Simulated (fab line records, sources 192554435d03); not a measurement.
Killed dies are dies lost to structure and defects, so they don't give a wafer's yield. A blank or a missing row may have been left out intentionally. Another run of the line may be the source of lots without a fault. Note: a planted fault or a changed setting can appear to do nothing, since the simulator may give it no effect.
Which of the tools did it? | flow n5Finfet | Sampling: 8 lots, 24 wafers, 2 of 1938 route steps

## WHAT THE GAUGES SHOWED, per wafer
N5_DUMMY_GATE_CD_MEAS_50 targets a cd of 14 nm.
lot  | measured    | on       | cdNm (nm)
L469 | day 3 16:04 | cdSem-03 | 13.6 13.9 14.2
L472 | day 4 10:35 | cdSem-02 | 14.2 14.0 13.9
L478 | day 6 05:38 | cdSem-03 | 18.2 13.7 18.0
L479 | day 6 06:44 | cdSem-01 | 13.5 14.4 14.0
L482 | day 7 00:42 | cdSem-03 | 18.4 18.2 14.1
L483 | day 7 04:46 | cdSem-03 | 14.4 14.5 13.8
L484 | day 7 10:58 | cdSem-01 | 14.3 14.4 14.3
L487 | day 8 04:26 | cdSem-03 | 13.3 14.1 14.3

## WHICH TOOL RAN EACH LOT (tool, then ch and the chambers of the sampled wafers, then the start)
lot  | N5_DUMMY_GATE_TRIM_49
L469 | rieSi-05 ch 2,3, day 3 15:55
L472 | rieSi-05 ch 0,3, day 4 10:26
L478 | rieSi-05 ch 1,2, day 6 05:29
L479 | rieSi-02 ch 0,1, day 6 06:31
L482 | rieSi-05 ch 1,3, day 7 00:33
L483 | rieSi-04 ch 1,2,3, day 7 04:37
L484 | rieSi-02 ch 0,1,3, day 7 10:49
L487 | rieSi-02 ch 1,2, day 8 04:17
- N5_DUMMY_GATE_TRIM_49: chemistry O2, time 29 s, target cd 14 nm.

## THE ANSWER, worked out from the rows above alone
Rule: the usual values come from the lots themselves. The widest of any qualifying gaps counts: lots, ordered by their means at a reading, are off when they make up no more than a third of the lots, leave a main group of 4 or more, and stand apart from it by 3 or more times the standard deviation of that group's means. A main group is skipped when, at the precision printed for the reading in the tables above, its means are all equal. A lot without any number at a reading at which 4 lots or more have one is off too. The other lots that the step has rows for count as sound.
Off: L478, L482 (N5_DUMMY_GATE_CD_MEAS_50, cdNm). The main group: mean 14.1 nm, standard deviation 0.17.
A tool fits if, at a process step before that reading, it ran every lot that is off, and no sound lot after the first of them. Those tools and the gauges at N5_DUMMY_GATE_CD_MEAS_50 are tried in the same way. One fits: N5_DUMMY_GATE_TRIM_49 on rieSi-05. Its last sound lot is L472 (day 4 10:26), its first lot that is off L478 (day 6 05:29): a fault that began between those two fits.

## WHAT HAD BEEN PUT IN BY THE SIMULATOR
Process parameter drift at N5_DUMMY_GATE_TRIM_49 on rieSi-05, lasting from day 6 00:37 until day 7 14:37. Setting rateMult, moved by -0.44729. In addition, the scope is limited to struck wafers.
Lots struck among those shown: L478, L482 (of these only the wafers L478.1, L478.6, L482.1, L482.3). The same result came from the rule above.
